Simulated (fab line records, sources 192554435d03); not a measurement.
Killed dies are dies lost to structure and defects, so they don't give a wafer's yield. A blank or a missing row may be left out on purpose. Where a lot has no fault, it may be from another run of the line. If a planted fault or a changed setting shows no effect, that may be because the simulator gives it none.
fab line records    flow n5Finfet
record lots=6  wafers=18  lastDay=18
route steps=1938 shown BEOL_M9@1406 PASSIVATION@1936
lots that met no fault: taken from a fault-free run of the same line
startH: hours from the record's first day to the start of the lot's first wafer shown    waitH: how many hours have passed since the lot's step before this one    " the same as in the row above    L1.1+2: a row that stands for several wafers    - value missing, or start not given    * or withheld: withheld    < > ~ a bound
route shown NAME@n: names a module that has steps shown in the file, with the first one's number in the route    usual: average and standard deviation across the fault-free wafers    same: alike in all rows    chamber/n: place in a boat    sites: each site's reading    _std_site: their standard deviation    _edge_site: outer sites' mean less inner sites'    radiusMm: for every site, how far away it sits from the centre of the wafer    mask NAME#n: copy n    behind: the last tool/chamber to shape the wafer    hold: what put the lot on hold/how long, in hours/how the hold closed    device: whichever transistor did not switch (one of n, p or np)    end of line: the tests these same wafers got at the end of their route    step lacking rows: just its recipe    killed: dies that structure and defects cost at the first sort, which is not the same as the wafer's yield    map: a wafer's dies, x killed, . not, _ none there
set.NAME: the run value of the setting; set.NAME@STEP: its run value at that earlier step    model.NAME: the simulator's own value behind a step, which no gauge read
certain route steps with their lots: each step a table, each wafer a row
services: a tool's chamber out of use, with start hour (startH, from the record's first day; less than 0 if before it), hours out, and reason
## steps
# step N5_BEOL_M9_COAT_59
# recipe resist=SOC  tempC=250  timeS=60  spinRpm=1500  resistThkNm=100
# step N5_BEOL_M9_COAT_60
# recipe resist=SiARC  tempC=220  timeS=60  spinRpm=1500  resistThkNm=30
# step N5_BEOL_M9_COAT_05
# recipe resist=CAR-ArF  spinRpm=1500  resistThkNm=90
# step N5_BEOL_M9_EBR_07
# recipe solvent=PGMEA  ebrWidthMm=1.5
# step N5_BEOL_M9_SOFTBAKE_06
# recipe tempC=110  timeS=60  resist=CAR-ArF
# step N5_BEOL_M9_EXPOSE_08
# recipe maskId=M9  na=1.35  sourceShape=dipole  sigmaInner=0.411  sigmaOuter=0.611  polarization=te  doseMj=53.75
# step N5_BEOL_M9_PEB_09
# recipe pebTempC=withheld  pebTimeS=60  resist=CAR-ArF
# step N5_BEOL_M9_DEVELOP_10
# recipe developTimeS=30  developer=TMAH  resist=CAR-ArF  rinseLiquid=diw  dry=airSpin  devTempC=23
# step N5_BEOL_M9_CD_MEAS_11
# recipe targetCdNm=64.1  landingEnergyEv=500  detector=seInlens  polarity=opening
# usual cdNm=63.4/0.6
lot.wafer  tool      chamber  startH  waitH  cdNm
L958.1     cdSem-01  0        202.79  -      63.2
L958.2     "         0        "       "      63.8
L958.5     "         0        "       "      63.4
L965.1     cdSem-03  0        245.02  -      63.5
L965.4     "         0        "       "      63.0
L965.6     "         0        "       "      62.1
L962.2     cdSem-03  0        276.35  -      64.0
L962.3     "         0        "       "      63.7
L962.6     "         0        "       "      64.7
L970.3     cdSem-01  0        299.37  -      63.4
L970.4     "         0        "       "      63.9
L970.5     "         0        "       "      63.3
L977.2     cdSem-02  0        354.22  -      63.5
L977.3     "         0        "       "      64.2
L977.4     "         0        "       "      63.1
L978.1     cdSem-03  0        354.52  -      64.2
L978.4     "         0        "       "      63.7
L978.6     "         0        "       "      63.9
# step N5_BEOL_M9_OVL_MEAS_12
# recipe pointsPerWafer=44
# usual M9_OVL=0.4/0.72
lot.wafer  tool        chamber  startH  waitH  M9_OVL[nm]
L958.1     overlay-01  0        202.82  0.0    -0.3
L958.2     "           0        "       "      0.0
L958.5     "           0        "       "      0.8
L965.1     overlay-02  0        245.05  0.0    0.2
L965.4     "           0        "       "      0.7
L965.6     "           0        "       "      1.0
L962.2     overlay-02  0        276.38  0.0    0.6
L962.3     "           0        "       "      -0.7
L962.6     "           0        "       "      -0.4
L970.3     overlay-02  0        299.40  0.0    -0.6
L970.4     "           0        "       "      0.2
L970.5     "           0        "       "      -0.4
L977.2     overlay-02  0        354.25  0.0    -0.3
L977.3     "           0        "       "      -1.0
L977.4     "           0        "       "      -0.1
L978.1     overlay-01  0        354.55  0.0    0.2
L978.4     "           0        "       "      1.1
L978.6     "           0        "       "      0.9
# step N5_BEOL_M9_INSPECT_13
# recipe mode=adi  inspectInstrument=brightfield
# usual rawDefectCount=408/110
lot.wafer  tool              chamber  startH  waitH  rawDefectCount
L958.1     defectInspect-01  -        202.85  0.0    359
L958.2     "                 -        "       "      287
L958.5     "                 -        "       "      434
L965.1     defectInspect-01  -        245.07  0.0    510
L965.4     "                 -        "       "      327
L965.6     "                 -        "       "      394
L962.2     defectInspect-02  -        276.41  0.0    299
L962.3     "                 -        "       "      301
L962.6     "                 -        "       "      373
L970.3     defectInspect-01  -        299.42  0.0    434
L970.4     "                 -        "       "      328
L970.5     "                 -        "       "      385
L977.2     defectInspect-01  -        354.27  0.0    372
L977.3     "                 -        "       "      400
L977.4     "                 -        "       "      461
L978.1     defectInspect-01  -        354.57  0.0    379
L978.4     "                 -        "       "      280
L978.6     "                 -        "       "      427
# step N5_BEOL_M9_DESCUM_16
# recipe chemistry=O2  timeS=7.9  sourcePowerW=50  biasPowerW=20  pressureMtorr=20  rfFrequencyHz=2.712e+07  tempC=40  resist=CAR-ArF  o2FlowSccm=225
# usual drypumpMotorCurrentA=6.0/0.43  oesProductAu=0.80/0.091  rfVppV=243.1/1.4  showerheadPlenumPTorr=2.08/0.062  throttleValvePct=20.39/0.24
lot.wafer  tool        chamber  startH  waitH  drypumpMotorCurrentA  oesProductAu  rfHoursCounterH  rfVppV  showerheadPlenumPTorr  throttleValvePct
L958.1     rieDiel-03  3        203.83  1.0    6.4                   0.69          212              245.7   2.16                   20.50
L958.2     "           1        "       "      5.8                   0.95          14               242.9   2.04                   20.15
L958.5     "           3        "       "      6.4                   0.69          -                244.1   2.16                   20.49
L965.1     rieDiel-01  3        245.12  0.0    5.9                   0.70          220              242.6   2.05                   20.36
L965.4     "           0        "       "      6.2                   0.92          24               242.8   2.10                   19.88
L965.6     "           2        "       "      6.0                   0.70          -                244.3   2.15                   20.59
L962.2     rieDiel-03  0        276.44  0.0    5.2                   0.77          139              242.9   2.11                   20.47
L962.3     "           2        "       "      6.5                   0.70          247              241.7   2.08                   20.57
L962.6     "           1        "       "      5.9                   0.90          -                242.0   2.03                   20.19
L970.3     rieDiel-01  0        299.59  0.2    6.2                   0.88          40               244.4   2.09                   19.92
L970.4     "           1        "       "      6.1                   0.85          61               242.2   2.05                   20.61
L970.5     "           1        "       "      6.0                   0.85          -                240.8   2.05                   20.62
L977.2     rieDiel-03  2        354.31  0.0    6.6                   0.90          12               243.0   2.08                   20.36
L977.3     "           1        "       "      5.8                   0.86          65               242.4   2.02                   20.23
L977.4     "           0        "       "      5.3                   0.74          -                242.9   2.10                   20.52
L978.1     rieDiel-03  0        354.61  0.0    5.2                   0.74          167              243.1   2.10                   20.52
L978.4     "           2        "       "      6.6                   0.91          -                243.2   2.08                   20.37
L978.6     "           0        "       "      5.2                   0.74          -                244.0   2.10                   20.53
# step N5_BEOL_M9_ETCH_61
# recipe chemistry=CF4  target=SiARC  targetDepthA=390  maskMaterial=CAR-ArF  timeS=65  ionEnergyEv=80  pressureMtorr=40  sourceW=545  biasW=36  Ar_flow_sccm=100  cf4FlowSccm=100  ends=cleared
# usual cf4FlowSccm=99.99/0.3  drypumpMotorCurrentA=6.0/0.43  etchRfOnTimeS=65.5/2.5  oesProductAu=0.68/0.078  rfVppV=184.0/1.1  showerheadPlenumPTorr=2.13/0.064  throttleValvePct=15.59/0.22
lot.wafer  tool        chamber  startH  waitH  cf4FlowSccm  drypumpMotorCurrentA  etchRfOnTimeS  oesProductAu  rfHoursCounterH  rfVppV  showerheadPlenumPTorr  throttleValvePct
L958.1     rieDiel-03  3        203.87  0.0    99.83        6.4                   64.1           0.61          212              183.4   2.21                   15.75
L958.2     "           1        "       "      100.60       5.9                   67.0           0.79          14               183.9   2.09                   15.32
L958.5     "           3        "       "      99.83        6.4                   64.0           0.60          -                185.0   2.21                   15.74
L965.1     rieDiel-01  3        245.15  0.0    99.61        5.9                   67.4           0.59          220              183.8   2.13                   15.83
L965.4     "           0        "       "      100.20       6.2                   65.2           0.78          25               185.1   2.18                   15.34
L965.6     "           2        "       "      100.00       6.0                   63.7           0.61          -                184.2   2.21                   15.82
L962.2     rieDiel-03  0        276.48  0.0    100.63       5.3                   66.0           0.66          139              185.3   2.14                   15.57
L962.3     "           2        "       "      99.85        6.6                   62.3           0.60          247              183.5   2.10                   15.71
L962.6     "           1        "       "      100.30       5.8                   67.7           0.74          -                182.5   2.08                   15.38
L970.3     rieDiel-01  0        299.62  0.0    99.82        6.2                   66.0           0.75          40               184.7   2.18                   15.38
L970.4     "           1        "       "      99.60        6.1                   67.1           0.72          61               183.0   2.10                   15.70
L970.5     "           1        "       "      100.13       6.1                   67.6           0.72          -                183.4   2.10                   15.70
L977.2     rieDiel-03  2        354.34  0.0    99.71        6.6                   77.7           0.71          12               183.6   2.09                   15.29
L977.3     "           1        "       "      99.88        5.8                   82.2           0.65          65               184.6   2.07                   15.41
L977.4     "           0        "       "      100.39       5.2                   81.9           0.57          -                184.8   2.13                   15.64
L978.1     rieDiel-03  0        354.64  0.0    99.56        5.3                   80.8           0.57          167              184.3   2.13                   15.61
L978.4     "           2        "       "      99.54        6.6                   78.1           0.71          -                183.8   2.09                   15.28
L978.6     "           0        "       "      99.68        5.2                   82.5           0.57          -                182.7   2.13                   15.62
# step N5_BEOL_M9_ETCH_62
# recipe chemistry=N2/H2  target=SOC  targetDepthA=1100  overetchA=220  maskMaterial=SiARC  tempC=40  timeS=165  ionEnergyEv=200  pressureMtorr=30  sourceW=840  biasW=150  n2FlowSccm=200  h2FlowSccm=200
# usual drypumpMotorCurrentA=6.0/0.43  oesProductAu=0.68/0.071  rfVppV=523.5/2.4  showerheadPlenumPTorr=2.52/0.077  throttleValvePct=17.74/0.22
lot.wafer  tool        chamber  startH  waitH  drypumpMotorCurrentA  oesProductAu  rfHoursCounterH  rfVppV  showerheadPlenumPTorr  throttleValvePct
L958.1     rieDiel-03  3        203.92  0.0    6.4                   0.60          212              526.4   2.61                   17.91
L958.2     "           1        "       "      5.9                   0.79          14               522.0   2.49                   17.48
L958.5     "           3        "       "      6.5                   0.60          -                524.5   2.61                   17.91
L965.1     rieDiel-01  3        245.20  0.0    5.9                   0.60          220              521.3   2.51                   18.03
L965.4     "           0        "       "      6.2                   0.76          25               525.5   2.56                   17.33
L965.6     "           2        "       "      6.1                   0.61          -                525.5   2.62                   18.01
L962.2     rieDiel-03  0        276.53  0.0    5.3                   0.65          139              523.1   2.53                   17.66
L962.3     "           2        "       "      6.6                   0.59          247              522.5   2.50                   17.93
L962.6     "           1        "       "      5.8                   0.76          -                521.9   2.48                   17.54
L970.3     rieDiel-01  0        299.67  0.0    6.2                   0.74          40               524.6   2.55                   17.37
L970.4     "           1        "       "      6.1                   0.73          61               520.5   2.47                   17.85
L970.5     "           1        "       "      6.1                   0.74          -                521.6   2.47                   17.83
L977.2     rieDiel-03  2        354.39  0.0    6.6                   0.77          13               522.4   2.49                   17.63
L977.3     "           1        "       "      5.9                   0.72          65               520.0   2.47                   17.57
L977.4     "           0        "       "      5.3                   0.64          -                525.1   2.52                   17.73
L978.1     rieDiel-03  0        354.69  0.0    5.2                   0.64          167              523.8   2.52                   17.72
L978.4     "           2        "       "      6.5                   0.77          -                523.0   2.49                   17.64
L978.6     "           0        "       "      5.3                   0.63          -                525.5   2.52                   17.72
# step N5_PASSIVATION_PROBE_49
# usual defectLimitedYield=91.1/1.3  killed_at_M0_to_M3=32/9.7  killed_at_M4_up=16/6  killedAtContacts=12/5.9  killedAtFrontEnd=41/11  killedAtOther=4/3.1  killedDies=104/16  killedOpen=68/12  killedShort=34/7.4  sort_bin_5_function=5.1/0.85  sort_bin_6_memory=3.3/0.66  sort_bin_8_speed=0.1/0.53  sortNPass=1075/16  sortYieldPct=91.1/1.4
# same grossDies=1180  killedAtBackSide=0  sort_bin_4_leakage[%]=0
lot.wafer  tool       chamber  startH  waitH  defectLimitedYield[%]  killed_at_M0_to_M3  killed_at_M4_up  killedAtContacts  killedAtFrontEnd  killedAtOther  killedDies  killedOpen  killedShort  sort_bin_5_function[%]  sort_bin_6_memory[%]  sort_bin_8_speed[%]  sortNPass  sortYieldPct[%]
L965.1     prober-01  -        321.37  0.0    91.8                   27                  22               15                31                2              97          61          34           4.6                     3.5                   0                    1083       91.8
L965.4     prober-01  -        321.52  0.2    91.2                   22                  14               10                54                4              104         70          33           5.5                     3.1                   0                    1076       91.2
L965.6     prober-01  -        321.62  0.3    93.6                   29                  11               2                 32                2              76          52          24           4.2                     2.1                   0                    1104       93.6
L977.2     prober-01  -        425.34  0.1    87.6                   24                  9                16                95                2              146         89          35           5.6                     4.8                   0                    1034       87.6
L978.1     prober-02  -        425.63  0.0    91.4                   38                  6                14                38                5              101         59          32           5.0                     2.9                   0                    1079       91.4
L978.4     prober-02  -        425.78  0.2    91.6                   35                  11               20                30                3              99          65          34           4.4                     3.8                   0                    1081       91.6
L978.6     prober-02  -        425.88  0.3    90.1                   29                  16               12                34                26             117         64          28           6.7                     2.9                   0                    1063       90.1
# killed by level:class
L965.1 MOL_CONTACT_COAG:geometricParticle:open=12 STI_FIN_REVEAL:geometricParticle:open=8 BEOL_M0_SAQP:geometricParticle:open=8 BEOL_M1:geometricParticle:short=7 BEOL_M5:geometricParticle:open=7 BEOL_M4:geometricParticle:open=5 STI_FIN_REVEAL:geometricParticle:short=4 FIN_SAQP:geometricParticle:short=3
L965.4 FIN_SAQP:geometricParticle:short=10 FIN_SAQP:geometricParticle:open=9 STI_FIN_REVEAL:geometricParticle:open=9 MOL_CONTACT_COAG:geometricParticle:open=9 BEOL_M0_SAQP:geometricParticle:open=8 DUMMY_GATE:geometricParticle:open=8 BEOL_M4:geometricParticle:open=5 ILD0:geometricParticle:short=4
L965.6 FIN_SAQP:geometricParticle:open=10 BEOL_M0_SAQP:geometricParticle:open=10 BEOL_M2:geometricParticle:open=8 BEOL_M5:geometricParticle:open=4 BEOL_M0_SAQP:geometricParticle:short=4 STI_FIN_REVEAL:geometricParticle:open=3 GATE_CUT:geometricParticle:short=3 BEOL_M1:geometricParticle:short=3
L977.2 FIN_SAQP:geometricParticle:open=22 HKMG_FIN:areaEtch=20 STI_FIN_REVEAL:geometricParticle:open=17 MOL_CONTACT_COAG:geometricParticle:open=11 BEOL_M0_SAQP:geometricParticle:short=7 FIN_SAQP:geometricParticle:short=6 BEOL_M0_SAQP:geometricParticle:open=6 DUMMY_GATE:geometricParticle:open=5
L978.1 BEOL_M0_SAQP:geometricParticle:short=13 MOL_CONTACT_COAG:geometricParticle:open=12 BEOL_M0_SAQP:geometricParticle:open=11 FIN_SAQP:geometricParticle:open=7 HKMG_FIN:areaEtch=7 BEOL_M3:geometricParticle:open=4 FIN_SAQP:geometricParticle:short=3 DUMMY_GATE:geometricParticle:open=3
L978.4 MOL_CONTACT_COAG:geometricParticle:open=14 BEOL_M1:geometricParticle:open=7 MOL_CONTACT_COAG:geometricParticle:short=6 BEOL_M2:geometricParticle:open=6 BEOL_M8:geometricParticle:open=6 BEOL_M0_SAQP:geometricParticle:short=5 GATE_CUT:geometricParticle:short=5 BEOL_M0_SAQP:geometricParticle:open=5
L978.6 PASSIVATION:areaEtch=24 MOL_CONTACT_COAG:geometricParticle:open=10 BEOL_M0_SAQP:geometricParticle:open=9 FIN_SAQP:geometricParticle:open=7 DUMMY_GATE:geometricParticle:open=7 BEOL_M4:geometricParticle:open=7 BEOL_M3:geometricParticle:open=6 GATE_CUT:geometricParticle:short=5
## services
tool        chamber  startH  hours  kind
rieDiel-01  -        185.38  2.8    pm
rieDiel-01  1        203.57  9.8    repair
rieDiel-01  3        254.41  9.7    repair
rieDiel-03  3        274.13  5.8    repair
rieDiel-01  3        275.10  4.1    repair
rieDiel-03  2        283.09  -      clean
rieDiel-03  2        283.09  -      consumableReplace:focusRing
rieDiel-03  2        283.09  32.6   scheduledDown
rieDiel-03  2        283.09  32.6   ventCycle
rieDiel-03  0        311.45  3.0    repair
rieDiel-03  3        340.36  -      clean
rieDiel-03  3        340.36  -      consumableReplace:esc
rieDiel-03  3        340.36  -      consumableReplace:focusRing
rieDiel-03  3        340.36  23.1   scheduledDown
rieDiel-03  3        340.36  23.1   ventCycle
## key
firstSign step=N5_BEOL_M9_ETCH_61  reading=etchRfOnTimeS  direction=up  sigmas=5.9  usual=*  struck=*
effect none on later readings
metAt N5_BEOL_M9_ETCH_61
struckWafers L977.2,L977.3,L977.4,L978.1,L978.4,L978.6
baselineLoss step=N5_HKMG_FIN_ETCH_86  wafers=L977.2
baselineLoss step=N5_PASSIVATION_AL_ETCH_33  wafers=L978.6
onsetBetween 276.48 354.34
fault kind=processParameterDrift  tool=rieDiel-03  chamber=-  onsetH=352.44  steps=N5_BEOL_M9_ETCH_61  channel=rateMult  offset=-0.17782  shape=step  endH=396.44
# baselineLoss: these wafers lose ten dies or more at that step, a loss of the line's own and not of a fault; the sort's usual values leave them out
